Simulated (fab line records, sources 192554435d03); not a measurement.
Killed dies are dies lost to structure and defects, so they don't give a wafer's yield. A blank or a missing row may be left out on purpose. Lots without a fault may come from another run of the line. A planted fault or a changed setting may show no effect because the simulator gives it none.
fab line records | flow n5_finfet
record lots=3 wafers=8 last_day=18
route steps=1938 shown BEOL_M0_SAQP@664 BEOL_M0_CUTY@701 BEOL_M4@1111 PASSIVATION@1936
lots that met no fault: from a run of the same line without faults
start_h: hours from the record's first day to the start of the lot's first wafer shown | wait_h: hours since the lot's step before | " the same as in the row above | L1.1+2: a row that stands for several wafers | - no value, or no start given | * or withheld: withheld | < > ~ a bound
route shown NAME@n: a module of which the file shows steps, and the number in the route of the first | usual: mean/standard deviation of fault-free wafers | same: alike in all rows | chamber/n: place in a boat | sites: the reading at each site | _std_site: their standard deviation | _edge_site: outer sites' mean less inner sites' | radius_mm: how far each site lies from the wafer's centre | mask NAME#n: copy n | behind: the tool/chamber that last shaped the wafer | hold: why the lot was held/for how many hours/how that ended | device: the transistor (n, p or np) that didn't switch | end of line: the same wafers' tests at the end of the route | a step without rows: its recipe alone | killed: dies lost to structure and defects at the first sort, not the wafer's yield | map: a wafer's dies, x killed, . not, _ none there
set.NAME: the setting as run; set.NAME@STEP: as run at that earlier step | model.NAME: the simulator's own value behind a step, which no gauge read
lots at some steps of the route; a table a step, a row a wafer
services: from which hour (start_h, from the record's first day; less than 0 if before it) a tool's chamber was out of use, for how many hours, and why
## steps
# step N5_BEOL_M0_SAQP_SPACER1_ETCHBACK_99
# recipe chemistry=CHF3/O2 mode=anisotropic_etchback target=SiO2 target_depth_a=154 time_s=7.7 pressure_mtorr=30 source_w=650 bias_w=170 Ar_flow_sccm=200 CHF3_flow_sccm=50 O2_flow_sccm=5 ion_energy_ev=200
# step N5_BEOL_M0_SAQP_MANDREL1_REMOVE_100
# recipe chemistry=HBr/Cl2/O2 bt_time_s=10 target=a-Si stop_on=SiNx endpoint=OES-SiCl over_etch_frac=0.85 icp_w=600 bias_w=30 HBr_flow_sccm=150 Cl2_flow_sccm=80 O2_flow_sccm=5 pressure_mtorr=10
# step N5_BEOL_M0_SAQP_ETCH_101
# recipe chemistry=CH3F/O2 target=SiNx mask_material=SiO2 target_depth_a=299 time_s=42.7 pressure_mtorr=30 source_w=395 bias_w=73 Ar_flow_sccm=150 CH3F_flow_sccm=30 O2_flow_sccm=20 ion_energy_ev=120
# step N5_BEOL_M0_SAQP_ETCH_102
# recipe chemistry=CF4 target=SiO2 target_depth_a=40 ion_energy_ev=350 time_s=4.4 pressure_mtorr=10 icp_w=800 bias_w=400 cf4_flow_sccm=80
# step N5_BEOL_M0_SAQP_MANDREL_ETCH_103
# recipe chemistry=HBr/Cl2 target=a-Si target_depth_a=450 bt_time_s=10 stop_on=SiCN mask_material=SiO2 over_etch_frac=0.8 time_s=27 pressure_mtorr=10 icp_w=800 bias_w=75 HBr_flow_sccm=150 Cl2_flow_sccm=80 ends=end_point
# step N5_BEOL_M0_SAQP_RECESS_104
# recipe chemistry=HF/NH3 target=SiO2 target_depth_a=180 afs_cycles=3 temp_c=30 sublimation_temp_c=180 sublimation_time_s=60
# step N5_BEOL_M0_SAQP_COAT_105
# recipe resist=SOC temp_c=250 time_s=60 spin_rpm=1500 resist_thk_nm=100
# step N5_BEOL_M0_SAQP_ETCH_106
# recipe chemistry=N2/H2 target=SOC target_depth_a=1500 stop_on=SiNx ion_energy_ev=100 bias_w=61 pressure_mtorr=30 source_w=850 n2_flow_sccm=200 h2_flow_sccm=200
# step N5_BEOL_M0_SAQP_ETCH_107
# recipe chemistry=CH3F/O2 target=SiNx target_depth_a=300 mask_material=SOC pressure_mtorr=30 source_w=395 bias_w=73 Ar_flow_sccm=150 CH3F_flow_sccm=30 O2_flow_sccm=20 ion_energy_ev=120
# step N5_BEOL_M0_SAQP_STRIP_108
# recipe chemistry=N2/H2 power_w=500 temp_c=40 pressure_mtorr=50 rf_frequency_hz=6e+07 overash_fraction=0.3 bias_power_w=28 h2_frac=0.5 n2_flow_sccm=300 h2_flow_sccm=300
# step N5_BEOL_M0_SAQP_RECESS_109
# recipe chemistry=HF/NH3 target=SiO2 target_depth_a=30 afs_cycles=1 temp_c=30 sublimation_temp_c=180 sublimation_time_s=60
# step N5_BEOL_M0_SAQP_SPACER2_ALD_26
# recipe material=SiO2 target_thk_a=150 temp_c=300 ald_precursor_family=BDEAS ald_co_reactant=O2-plasma pulse_time_s=1 purge_time_s=2 co_reactant_purge_time_s=2 pressure_torr=2
# usual heater_power_w=480/50 precursor_pulse_height_rel=1.002/0.019
# columns lot.wafer tool chamber start_h wait_h heater_power_w precursor_pulse_height_rel model.SiO2_of_BEOL_M0_SAQP_SPACER2_ALD_26.thk_nm
L401.2 ald_sin-04 2 125.29 0.1 436 1.001 15
L401.3 " 1 " " 435 1.000 15
L401.6 " 2 " " 449 1.007 15
L411.5 ald_sin-04 2 183.25 1.9 443 1.003 14.8
L411.6 " 3 " " 546 1.013 10.6
L418.3 ald_sin-01 1 230.22 0.2 496 1.007 15
L418.5 " 0 " " 530 1.006 15
L418.6 " 3 " " 556 1.011 15
# step N5_BEOL_M0_SAQP_SPACER2_ETCHBACK_27
# recipe chemistry=CHF3/O2 mode=anisotropic_etchback target=SiO2 target_depth_a=225 time_s=11.25 pressure_mtorr=30 source_w=650 bias_w=170 Ar_flow_sccm=200 CHF3_flow_sccm=50 O2_flow_sccm=5 ion_energy_ev=200
# step N5_BEOL_M0_SAQP_MANDREL2_REMOVE_110
# recipe chemistry=HBr/Cl2/O2 bt_time_s=10 target=a-Si stop_on=SiCN endpoint=OES-SiCl over_etch_frac=1 icp_w=600 bias_w=30 HBr_flow_sccm=150 Cl2_flow_sccm=80 O2_flow_sccm=5 pressure_mtorr=10
# usual O2_flow_sccm=5.000/0.015 drypump_motor_current_A=5.8/0.49 oes_product_au=1.000/0.017 throttle_valve_pct=36.57/0.26
# same over_etch_frac=1
# columns lot.wafer tool chamber start_h wait_h O2_flow_sccm drypump_motor_current_A oes_product_au rf_hours_counter_h throttle_valve_pct model.SiO2_of_BEOL_M0_SAQP_SPACER2_ALD_26.thk_nm model.BEOL_M0_SAQP.cd_nm
L401.2 rie_si-03 2 125.96 0.1 5.028 6.7 0.985 3 36.76 10.6 14.8
L401.3 " 3 " " 4.991 5.4 1.023 181 36.38 10.6 15
L401.6 " 1 " " 4.997 6.0 1.004 - 36.26 10.6 15
L411.5 rie_si-01 3 183.67 0.1 5.006 6.6 0.991 - 36.01 10.4 15
L411.6 " 2 " " 4.982 6.2 0.999 - 36.65 6.2 10.6
L418.3 rie_si-03 3 230.86 0.1 4.990 5.4 1.021 183 36.40 10.6 15
L418.5 " 1 " " 5.008 6.0 0.965 - 36.26 10.6 15
L418.6 " 0 " " 5.018 5.4 1.013 - 36.92 10.6 14.8
# step N5_BEOL_M0_SAQP_CD_MEAS_29
# recipe target_cd_nm=14.4 landing_energy_ev=1000 detector=se_inlens
# usual cd_nm=14.98/0.22
# columns lot.wafer tool chamber start_h wait_h cd_nm
L401.2 cd_sem-03 0 126.07 0.1 14.91
L401.3 " 0 " " 15.17
L401.6 " 0 " " 14.62
L411.5 cd_sem-02 0 183.74 0.0 15.03
L411.6 " 0 " " 10.42
L418.3 cd_sem-03 0 230.97 0.1 14.81
L418.5 " 0 " " 15.26
L418.6 " 0 " " 15.19
# step N5_BEOL_M0_SAQP_COAT_69
# recipe resist=SOC temp_c=250 time_s=60 spin_rpm=1500 resist_thk_nm=90
# step N5_BEOL_M0_SAQP_COAT_72
# recipe resist=SiARC temp_c=220 time_s=60 spin_rpm=1500 resist_thk_nm=15
# step N5_BEOL_M0_SAQP_COAT_87
# recipe resist=underlayer temp_c=205 time_s=60 spin_rpm=1500 resist_thk_nm=5
# step N5_BEOL_M0_SAQP_COAT_34
# recipe resist=CAR-EUV spin_rpm=1500 resist_thk_nm=30
# step N5_BEOL_M0_SAQP_EBR_36
# recipe solvent=PGMEA ebr_width_mm=1.5
# step N5_BEOL_M0_SAQP_SOFTBAKE_35
# recipe temp_c=110 time_s=60 resist=CAR-EUV
# step N5_BEOL_M0_SAQP_EXPOSE_37
# recipe mask_id=M0_CUT1 na=0.33 source_shape=annular sigma_inner=0.35 sigma_outer=0.8 polarization=unpolarized target_cd_nm=30 dose_mj=44.75
# step N5_BEOL_M0_SAQP_PEB_38
# recipe peb_temp_c=100 peb_time_s=60 resist=CAR-EUV
# step N5_BEOL_M0_SAQP_DEVELOP_39
# recipe develop_time_s=30 developer=TMAH resist=CAR-EUV rinse_liquid=surfactant_rinse dry=air_spin dev_temp_c=23
# step N5_BEOL_M0_SAQP_DESCUM_45
# recipe chemistry=O2 time_s=7 source_power_w=50 bias_power_w=20 pressure_mtorr=20 rf_frequency_hz=2.712e+07 temp_c=40 resist=CAR-EUV o2_flow_sccm=225
# step N5_BEOL_M0_SAQP_ETCH_88
# recipe chemistry=N2/H2 target=underlayer target_depth_a=65 time_s=5.2 ion_energy_ev=200 mask_material=CAR-EUV pressure_mtorr=30 source_w=840 bias_w=150 n2_flow_sccm=200 h2_flow_sccm=200 ends=cleared
# step N5_BEOL_M0_SAQP_ETCH_73
# recipe chemistry=CF4 target=SiARC target_depth_a=195 mask_material=CAR-EUV time_s=32.5 ion_energy_ev=80 pressure_mtorr=40 source_w=545 bias_w=36 Ar_flow_sccm=100 cf4_flow_sccm=100 ends=cleared
# step N5_BEOL_M0_SAQP_CUT_ETCH_46
# recipe chemistry=N2/H2 target=SOC target_depth_a=1350 overetch_a=270 temp_c=40 time_s=202.5 ion_energy_ev=200 mask_material=SiARC pressure_mtorr=30 source_w=840 bias_w=150 n2_flow_sccm=200 h2_flow_sccm=200
# step N5_BEOL_M0_SAQP_STRIP_74
# recipe chemistry=N2/H2 temp_c=40 n2_flow_sccm=200 h2_flow_sccm=200 rf_frequency_hz=6e+07
# step N5_BEOL_M0_SAQP_STRIP_89
# recipe chemistry=N2/H2 temp_c=40 n2_flow_sccm=200 h2_flow_sccm=200 rf_frequency_hz=6e+07
# step N5_BEOL_M0_SAQP_ALD_48
# recipe material=SiO2 target_thk_a=200 temp_c=100 ald_precursor_family=BDEAS ald_co_reactant=O2-plasma pulse_time_s=1 co_reactant_pulse_time_s=1 purge_time_s=2 co_reactant_purge_time_s=2 ald_cycles=139 pressure_torr=2
# step N5_BEOL_M0_SAQP_ETCH_49
# recipe chemistry=CF4/O2 target_depth_a=370 target=SiO2 pressure_mtorr=40 source_w=535 bias_w=49 Ar_flow_sccm=100 cf4_flow_sccm=100 O2_flow_sccm=10 ion_energy_ev=100
# step N5_BEOL_M0_SAQP_STRIP_75
# recipe chemistry=CF4 resist=SiARC power_w=300 bias_power_w=75 pressure_mtorr=50 cf4_flow_sccm=150 rf_frequency_hz=6e+07
# step N5_BEOL_M0_CUTY_COAT_50
# recipe resist=SiARC temp_c=220 time_s=60 spin_rpm=1500 resist_thk_nm=15
# step N5_BEOL_M0_CUTY_COAT_51
# recipe resist=CAR-ArF-block spin_rpm=1500 resist_thk_nm=150
# step N5_BEOL_M0_CUTY_EBR_52
# recipe solvent=PGMEA ebr_width_mm=1.5
# step N5_BEOL_M0_CUTY_SOFTBAKE_53
# recipe temp_c=110 time_s=60 resist=CAR-ArF-block
# step N5_BEOL_M0_CUTY_EXPOSE_54
# recipe mask_id=M0_ABLK na=1.35 source_shape=conventional sigma_outer=0.8 polarization=unpolarized dose_mj=36
# step N5_BEOL_M4_RC_MEAS_101
# usual DIBL_N=35.1/1.6 DIBL_P=34.9/1.8 IOFF_N=0.143/0.026 IOFF_P=0.21/0.037 ION_N=671/11 ION_P=463/7.8 SS_N=71.2/0.58 SS_P=73.0/0.54 VT_N=251/3 VT_P=-250/4.1
# columns lot.wafer tool chamber start_h wait_h DIBL_N[mV/V] DIBL_P[mV/V] IOFF_N[nA/um] IOFF_P[nA/um] ION_N[uA/um] ION_P[uA/um] SS_N[mV/dec] SS_P[mV/dec] VT_N[mV] VT_P[mV]
L401.2 prober-02 0 191.43 0.2 35.5 35.0 0.148 0.22 685 468 70.8 72.7 252 -248
L401.3 " 0 " " 35.0 35.5 0.147 0.24 673 473 71.3 72.7 248 -246
L401.6 " 0 " " 32.7 32.4 0.114 0.19 671 465 70.8 72.1 253 -248
L411.5 prober-02 0 263.69 0.6 37.1 36.3 0.156 0.26 681 470 70.9 73.3 249 -246
L418.3 prober-01 0 318.04 0.3 37.0 37.2 0.151 0.23 654 459 72.1 73.3 251 -246
L418.5 " 0 " " 36.2 35.3 0.142 0.21 663 463 71.6 72.9 251 -250
L418.6 " 0 " " 32.8 32.6 0.102 0.17 661 468 70.6 72.5 256 -249
# step N5_PASSIVATION_PROBE_49
# usual defect_limited_yield=91.1/1.4 killed_at_M0_to_M3=36/11 killed_at_M4_up=14/5.2 killed_at_contacts=12/6.1 killed_at_front_end=40/12 killed_at_other=3.2/2.5 killed_dies=105/16 killed_on_rim=14/4.4 killed_open=68/12 killed_short=35/8.7 sort_bin_5_function=5.2/0.89 sort_bin_6_memory=3.3/0.66 sort_n_pass=1074/16 sort_yield_pct=91.1/1.4
# same gross_dies=1180 killed_at_back_side=0 sort_bin_4_leakage[%]=0 sort_bin_8_speed[%]=0
# columns lot.wafer tool chamber start_h wait_h defect_limited_yield[%] killed_at_M0_to_M3 killed_at_M4_up killed_at_contacts killed_at_front_end killed_at_other killed_dies killed_on_rim killed_open killed_short sort_bin_5_function[%] sort_bin_6_memory[%] sort_n_pass sort_yield_pct[%]
L401.2 prober-02 - 322.72 0.1 93.1 39 15 3 23 2 82 11 64 18 3.6 3.2 1098 93.1
L401.3 prober-02 - 322.77 0.1 90.8 35 20 10 38 5 108 14 68 37 4.6 4.3 1072 90.8
L401.6 prober-02 - 322.92 0.3 89.7 44 23 9 44 2 122 11 83 39 6.4 3.8 1058 89.7
L411.6 prober-02 - 370.31 0.3 0 1140 10 11 18 1 1180 152 64 16 3.9 2.5 0 0
# killed by level:class
L401.2 BEOL_M0_SAQP:geometric_particle:open=13 BEOL_M4:geometric_particle:open=10 BEOL_M0_SAQP:geometric_particle:short=7 BEOL_M3:geometric_particle:open=6 GATE_CUT:geometric_particle:open=5 BEOL_M1:geometric_particle:open=5 MOL_CONTACT_COAG:geometric_particle:open=3 BEOL_M0:geometric_particle:open=3
L401.3 STI_FIN_REVEAL:geometric_particle:open=17 BEOL_M0_SAQP:geometric_particle:short=11 BEOL_M3:geometric_particle:open=7 MOL_CONTACT_COAG:geometric_particle:open=6 BEOL_M0_SAQP:geometric_particle:open=6 BEOL_M2:geometric_particle:open=5 BEOL_M4:geometric_particle:open=5 PAD_METAL:geometric_particle:short=5
L401.6 BEOL_M4:geometric_particle:open=15 BEOL_M0_SAQP:geometric_particle:short=15 BEOL_M0_SAQP:geometric_particle:open=13 FIN_SAQP:geometric_particle:open=11 BEOL_M2:geometric_particle:open=8 MOL_CONTACT_COAG:geometric_particle:open=8 FIN_SAQP:geometric_particle:short=7 STI_FIN_REVEAL:geometric_particle:open=5
L411.6 BEOL_M0_SAQP:area_ald=1100 BEOL_M0_SAQP:geometric_particle:open=14 MOL_CONTACT_COAG:geometric_particle:open=11 BEOL_M2:geometric_particle:open=8 BEOL_M3:geometric_particle:open=7 BEOL_M0_SAQP:geometric_particle:short=5 FIN_SAQP:geometric_particle:open=4 STI_FIN_REVEAL:geometric_particle:open=4
# map L411.6 (x killed, . not)
_________________xxxxxxxxxxxx________________
______________xxxxxxxxxxxxxxxxxx_____________
___________xxxxxxxxxxxxxxxxxxxxxxxx__________
__________xxxxxxxxxxxxxxxxxxxxxxxxxx_________
________xxxxxxxxxxxxxxxxxxxxxxxxxxxxxx_______
_______xxxxxxxxxxxxxxxxxxxxxxxxxxxxxxxx______
______xxxxxxxxxxxxxxxxxxxxxxxxxxxxxxxxxx_____
_____xxxxxxxxxxxxxxxxxxxxxxxxxxxxxxxxxxxx____
____xxxxxxxxxxxxxxxxxxxxxxxxxxxxxxxxxxxxxx___
___xxxxxxxxxxxxxxxxxxxxxxxxxxxxxxxxxxxxxxxx__
___xxxxxxxxxxxxxxxxxxxxxxxxxxxxxxxxxxxxxxxx__
__xxxxxxxxxxxxxxxxxxxxxxxxxxxxxxxxxxxxxxxxxx_
__xxxxxxxxxxxxxxxxxxxxxxxxxxxxxxxxxxxxxxxxxx_
_xxxxxxxxxxxxxxxxxxxxxxxxxxxxxxxxxxxxxxxxxxxx
_xxxxxxxxxxxxxxxxxxxxxxxxxxxxxxxxxxxxxxxxxxxx
_xxxxxxxxxxxxxxxxxxxxxxxxxxxxxxxxxxxxxxxxxxxx
_xxxxxxxxxxxxxxxxxxxxxxxxxxxxxxxxxxxxxxxxxxxx
_xxxxxxxxxxxxxxxxxxxxxxxxxxxxxxxxxxxxxxxxxxxx
_xxxxxxxxxxxxxxxxxxxxxxxxxxxxxxxxxxxxxxxxxxxx
_xxxxxxxxxxxxxxxxxxxxxxxxxxxxxxxxxxxxxxxxxxxx
_xxxxxxxxxxxxxxxxxxxxxxxxxxxxxxxxxxxxxxxxxxxx
__xxxxxxxxxxxxxxxxxxxxxxxxxxxxxxxxxxxxxxxxxx_
__xxxxxxxxxxxxxxxxxxxxxxxxxxxxxxxxxxxxxxxxxx_
___xxxxxxxxxxxxxxxxxxxxxxxxxxxxxxxxxxxxxxxx__
___xxxxxxxxxxxxxxxxxxxxxxxxxxxxxxxxxxxxxxxx__
____xxxxxxxxxxxxxxxxxxxxxxxxxxxxxxxxxxxxxx___
_____xxxxxxxxxxxxxxxxxxxxxxxxxxxxxxxxxxxx____
______xxxxxxxxxxxxxxxxxxxxxxxxxxxxxxxxxx_____
_______xxxxxxxxxxxxxxxxxxxxxxxxxxxxxxxx______
________xxxxxxxxxxxxxxxxxxxxxxxxxxxxxx_______
__________xxxxxxxxxxxxxxxxxxxxxxxxxx_________
___________xxxxxxxxxxxxxxxxxxxxxxxx__________
______________xxxxxxxxxxxxxxxxxx_____________
_________________xxxxxxxxxxxx________________
# map L401.6 (x killed, . not)
_________________.........x..________________
______________.x................_____________
___________.....x..x...............__________
__________.......xx..x.....x..x....._________
________.......x......x..............._______
_______............................x...______
______.x......x........................._____
_____.....x..xx...x...x.x................____
____...........x..........x.......x..x.x..___
___.....................................x..__
___..x..x..xx..x..x.x......................__
__..................x........xx........x...._
__..x...........x..........x...x............_
_....x..x..x.................................
_....................xx..................x...
_.............xx........x...x....x..........x
_x...x.......................................
_.......x......x...........x.x........x......
_........xx........x.........x...........x...
_.x.......................x..................
_..x.........x.....................xx..x.....
__x.............x...xx...............x.x.x.._
__.............xx...........x..............._
___....x..x.......x..........x...xx........__
___x.x.....x...........x................x..__
____.................x.....x..............___
_____x........x.x.........x..........x...____
______...x.......x.x..x.......x....x.x.._____
_______.x........x..........x..x.......______
________......x...........x.x.......x._______
__________.......x.................._________
___________...x...xx...x......x....__________
______________.....x............_____________
_________________............________________
## services
# columns tool chamber start_h hours kind
ald_sin-04 - 118.54 6.1 pm
rie_si-01 0 142.39 6.1 repair
rie_si-03 1 145.28 - clean
rie_si-03 1 145.28 25.2 scheduled_down
rie_si-03 1 145.28 25.2 vent_cycle
rie_si-03 3 147.09 4.6 repair
rie_si-03 0 167.12 1.8 repair
ald_sin-01 2 202.06 4.0 repair
ald_sin-04 - 220.72 0.4 repair
## key
first_sign step=N5_BEOL_M0_SAQP_CD_MEAS_29 reading=cd_nm direction=down sigmas=20 usual=14.98 struck=10.42
effect step=N5_PASSIVATION_PROBE_49 reading=killed_at_M0_to_M3 direction=up sigmas=99+ usual=36 struck=1140
model_effect step=N5_BEOL_M0_SAQP_SPACER2_ALD_26 value=SiO2_of_BEOL_M0_SAQP_SPACER2_ALD_26.thk_nm without=15 struck=10.6
model_effect step=N5_BEOL_M0_SAQP_MANDREL2_REMOVE_110 value=SiO2_of_BEOL_M0_SAQP_SPACER2_ALD_26.thk_nm without=10.6 struck=6.2
more_kills_born_at N5_BEOL_M0_SAQP_SPACER2_ALD_26@ald_sin-04=1100
met_at N5_BEOL_M0_SAQP_SPACER2_ALD_26
struck_wafers L411.6
later_rows_left_out L411.6
onset_between 125.29 183.25
fault kind=process_parameter_drift tool=ald_sin-04 chamber=- onset_h=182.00 steps=N5_BEOL_M0_SAQP_SPACER2_ALD_26 channel=target_thk_a offset=* shape=step end_h=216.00 scope=struck_wafers_only acts_in=* stated=*
# later_rows_left_out: the simulator's readings of these wafers behind a module that went badly wrong aren't trusted and aren't shown, but for the sort
